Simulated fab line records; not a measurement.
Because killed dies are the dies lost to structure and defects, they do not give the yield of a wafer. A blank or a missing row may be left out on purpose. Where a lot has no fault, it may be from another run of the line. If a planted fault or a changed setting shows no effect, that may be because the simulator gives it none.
Commonality check across tools	flow nand_harc	Sampled: 12 lots, 36 wafers

## REASON IT WAS OPENED
On 1 of the 12 lots, a flag is raised at NHARC_P_GATE_CD_MEAS_91 on the reading cd_nm. Wafers without a fault read 1999.8 nm, standard deviation 1.9.
Rule: a lot is flagged in two cases, either no wafer of it has a number, or all its wafers with numbers fall more than 4 standard deviations from that mean. The other lots count as sound.

lot	measured	on	cd_nm (nm), wafer by wafer	flag
L403	day 5 22:29	cd_sem-01	2001.4 1996.8 1999.4	
L402	day 5 22:53	cd_sem-02	1999.9 1999.7 1999.5	
L404	day 6 09:58	cd_sem-02	1997.1 1999.7 1997.6	
L405	day 7 01:34	cd_sem-01	2001.1 2001.8 2002.4	
L407	day 7 16:40	cd_sem-01	2004.1 2000.0 2001.0	
L408	day 8 07:16	cd_sem-02	2002.3 2002.7 1999.4	
L409	day 8 13:16	cd_sem-02	1997.9 2000.5 1999.7	
L411	day 9 05:14	cd_sem-03	1954.6 1956.1 1956.2	FLAGGED
L415	day 11 04:53	cd_sem-01	1999.7 1999.7 2001.4	
L421	day 13 17:13	cd_sem-03	1999.0 1999.8 1997.9	
L423	day 14 09:13	cd_sem-03	1998.7 1996.6 1994.1	
L424	day 15 02:56	cd_sem-02	2001.2 2001.1 2001.3	
The numbers of the flagged lots are 1955.6 nm on average: -44.2 nm against the usual, or -23 standard deviations.

## WHICH TOOL EACH LOT WENT THROUGH
2 process steps preceding the reading are held in the record, out of 1302 steps in the route. In each cell: the tool, then ch and the chambers that the sampled wafers went through, then the start.
lot	flag	NHARC_P_GATE_ETCH_104	NHARC_P_GATE_EXPOSE_88
L403		rie_diel-10 ch 0,1,2, day 5 07:27	krf_scanner-01 ch 0, day 5 22:20
L402		rie_diel-04 ch 0,2,3, day 5 07:13	krf_scanner-04 ch 0, day 5 22:44
L404		rie_diel-09 ch 0,1,2, day 5 18:58	krf_scanner-03 ch 0, day 6 09:49
L405		rie_diel-10 ch 1,2, day 6 10:11	krf_scanner-01 ch 0, day 7 01:25
L407		rie_diel-10 ch 1,2,3, day 7 01:52	krf_scanner-04 ch 0, day 7 16:31
L408		rie_diel-09 ch 1,2,3, day 7 14:38	krf_scanner-03 ch 0, day 8 07:07
L409		rie_diel-09 ch 0,1, day 7 22:08	krf_scanner-01 ch 0, day 8 13:06
L411	FLAGGED	rie_diel-09 ch 2,3, day 8 13:53	krf_scanner-01 ch 0, day 9 05:05
L415		rie_diel-10 ch 1,2,3, day 10 13:59	krf_scanner-03 ch 0, day 11 04:44
L421		rie_diel-04 ch 2,3, day 13 02:03	krf_scanner-04 ch 0, day 13 17:03
L423		rie_diel-10 ch 0,1,2, day 13 18:04	krf_scanner-04 ch 0, day 14 09:04
L424		rie_diel-10 ch 1,2,3, day 14 11:58	krf_scanner-03 ch 0, day 15 02:46
What the steps here do:
- NHARC_P_GATE_ETCH_104: etches the open film in CF4/CHF3, target depth 60 nm.
- NHARC_P_GATE_EXPOSE_88: exposes mask P HVN, target cd 2000 nm.
- NHARC_P_GATE_CD_MEAS_91: target cd 2000 nm.

## FLAGGED AGAINST TOTAL, ONE TOOL AT A TIME (gauges that did the reading follow at the end)
step	tool	lots run	flagged	share of the flagged lots	sound lots run after its first flagged lot
NHARC_P_GATE_ETCH_104	rie_diel-04	2	0	none	-
NHARC_P_GATE_ETCH_104	rie_diel-09	4	1	all	0
NHARC_P_GATE_ETCH_104	rie_diel-10	6	0	none	-
NHARC_P_GATE_EXPOSE_88	krf_scanner-01	4	1	all	0
NHARC_P_GATE_EXPOSE_88	krf_scanner-03	4	0	none	-
NHARC_P_GATE_EXPOSE_88	krf_scanner-04	4	0	none	-
NHARC_P_GATE_CD_MEAS_91	cd_sem-01	4	0	none	-
NHARC_P_GATE_CD_MEAS_91	cd_sem-02	5	0	none	-
NHARC_P_GATE_CD_MEAS_91	cd_sem-03	3	1	all	2 (L421,L423)

## WHAT THE TABLE PERMITS
rie_diel-09 at NHARC_P_GATE_ETCH_104, krf_scanner-01 at NHARC_P_GATE_EXPOSE_88 and cd_sem-03 at NHARC_P_GATE_CD_MEAS_91: these 3 rows of the table ran every flagged lot.
- rie_diel-09 at NHARC_P_GATE_ETCH_104 ran 4 lots, 1 of them flagged. Last sound lot L409 at day 7 22:08, first flagged lot L411 at day 8 13:53; a fault beginning in between fits.
- krf_scanner-01 at NHARC_P_GATE_EXPOSE_88 ran 4 lots, 1 of them flagged. Last sound lot L409 at day 8 13:06, first flagged lot L411 at day 9 05:05; a fault beginning in between fits.
- cd_sem-03 at NHARC_P_GATE_CD_MEAS_91 ran 3 lots, 1 of them flagged. After the first flagged lot (L421, L423), sound lots still ran on it; a lasting fault on the whole tool would not permit that.
These 2 tools cannot be told apart by counting lots, since each of them fits a fault that started at some hour. More lots, or a look at what each step does to the wafer, might.

## WHAT HAD BEEN PUT IN BY THE SIMULATOR
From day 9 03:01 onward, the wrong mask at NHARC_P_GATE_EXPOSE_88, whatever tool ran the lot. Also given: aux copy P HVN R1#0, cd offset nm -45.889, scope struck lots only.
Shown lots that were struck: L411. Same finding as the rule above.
